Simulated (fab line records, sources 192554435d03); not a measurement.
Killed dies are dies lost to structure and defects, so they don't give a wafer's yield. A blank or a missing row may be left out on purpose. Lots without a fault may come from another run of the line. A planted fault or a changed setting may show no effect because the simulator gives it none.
A struck lot beside a sound one | flow n5_finfet | 14 steps out of a route of 1938
Sound: wafers L638.1, L638.2, L638.3. Struck: wafers L630.1, L630.3, L630.5. The cause comes at the end.
At each step with rows: each side's tool, then ch and its chambers, then its first start. Under that, the readings that differ: sound wafers | struck wafers | difference of the means | sigmas: that difference in standard deviations of wafers without a fault.
alike: readings whose means differ by less than 2 such deviations, and words and numbers that are the same on both sides. not compared: withheld readings, readings that some wafer has no value for, bounds like >300 that may hide the same value, and numbers for which the record gives no deviation and whose values overlap.
The two part at a step that has a row with sigmas, a row that says differs or no value, or rows on one side only. Numbers that don't overlap but have no deviation are shown without sigmas and don't part them. A reading that every wafer of one side lacks parts them only if that side has two wafers or more.

first, 3 steps without rows for these wafers: N5_BEOL_M9_EXPOSE_25 (exposes mask V8); N5_BEOL_M9_PEB_26 (peb time 60 s); N5_BEOL_M9_DEVELOP_27 (develop time 30 s).
N5_BEOL_M9_CD_MEAS_28: target cd 70 nm.
  sound on cd_sem-01 ch 0, day 18 10:14; struck on cd_sem-01 ch 0, day 17 04:44
  alike: cd_nm
N5_BEOL_M9_OVL_MEAS_29:
  sound on overlay-02 ch 0, day 18 10:16; struck on overlay-01 ch 0, day 17 04:46
  alike: V8_OVL
N5_BEOL_M9_INSPECT_30: inspects for defects (brightfield).
  sound on defect_inspect-02, day 18 10:20; struck on defect_inspect-01, day 17 04:50
  reading          | sound       | struck      | difference | sigmas
  raw_defect_count | 510 512 676 | 369 375 281 | -224       | -2
N5_BEOL_M9_DESCUM_33: chemistry O2, time 7 s.
  sound on rie_diel-03 ch 1,2,3, day 18 10:22; struck on rie_diel-01 ch 1,2, day 17 04:52
  alike: drypump_motor_current_A, oes_product_au, rf_vpp_V, showerhead_plenum_p_Torr, throttle_valve_pct
  not compared: rf_hours_counter_h
N5_BEOL_M9_ETCH_76: etches underlayer in N2/H2, target depth 6.5 nm, time 5.2 s.
  sound on rie_diel-03 ch 1,2,3, day 18 10:23; struck on rie_diel-01 ch 1,2, day 17 04:54
  reading                | sound             | struck            | difference | sigmas
  throttle_valve_pct (%) | 17.94 17.70 17.41 | 17.89 18.18 18.17 | +0.40      | +2
  alike: drypump_motor_current_A, etch_rf_on_time_s, oes_product_au, rf_fwd_power_W, rf_vpp_V, showerhead_plenum_p_Torr
  not compared: rf_hours_counter_h
N5_BEOL_M9_ETCH_65: etches SiARC in CF4, target depth 15.6 nm, time 26 s.
  sound on rie_diel-03 ch 1,2,3, day 18 10:25; struck on rie_diel-01 ch 1,2, day 17 04:55
  alike: drypump_motor_current_A, etch_rf_on_time_s, oes_product_au, rf_fwd_power_W, rf_vpp_V, showerhead_plenum_p_Torr, throttle_valve_pct
  not compared: rf_hours_counter_h
N5_BEOL_M9_ETCH_66: etches SOC in N2/H2, target depth 80 nm, overetch 16 nm, time 120 s.
  sound on rie_diel-03 ch 1,2,3, day 18 10:26; struck on rie_diel-01 ch 1,2, day 17 04:56
  alike: drypump_motor_current_A, oes_product_au, rf_fwd_power_W, rf_vpp_V, showerhead_plenum_p_Torr, throttle_valve_pct
  not compared: rf_hours_counter_h
then, 2 steps without rows for these wafers: N5_BEOL_M9_STRIP_69 (strips in N2/H2); N5_BEOL_M9_STRIP_77 (strips in N2/H2).
N5_BEOL_M9_VIA_ETCH_34: etches SiCOH lowk in C4F6/O2, target depth 182.4 nm, time 68.4 s.
  sound on rie_diel-03 ch 1,2,3, day 18 10:32; struck on rie_diel-01 ch 1,2, day 17 05:02
  reading                                  | sound             | struck            | difference | sigmas
  oes_f_703_au (a.u.)                      | 0.79 0.76 0.91    | 0.64 0.54 0.54    | -0.25      | -4
  oes_o_777_au (a.u.)                      | 0.78 0.76 0.90    | 0.65 0.56 0.57    | -0.22      | -4
  rf_fwd_power_W (W)                       | 341.3 342.5 341.8 | 258.4 261.0 260.0 | -82.1      | -63
  rf_vpp_V (V)                             | 656 654 673       | 769 772 771       | +110       | +14
  model.etch.depth_nm (nm)                 | 181.2 179.1 181.3 | 162.8 163.2 163.2 | -17.5      |
  model.SOC_of_BEOL_M9_COAT_63.thk_nm (nm) | 51 51.2 51.2      | 52.2 52.2 52.2    | +1.1       |
  alike: drypump_motor_current_A, oes_product_au, showerhead_plenum_p_Torr, throttle_valve_pct
  not compared: rf_hours_counter_h
then, 1 step without rows for these wafers: N5_BEOL_M9_STRIP_73 (strips in C4F6/O2).

WHERE THEY PART
First at N5_BEOL_M9_INSPECT_30; last, within this record, at N5_BEOL_M9_VIA_ETCH_34.

WHY: what the simulator had put in
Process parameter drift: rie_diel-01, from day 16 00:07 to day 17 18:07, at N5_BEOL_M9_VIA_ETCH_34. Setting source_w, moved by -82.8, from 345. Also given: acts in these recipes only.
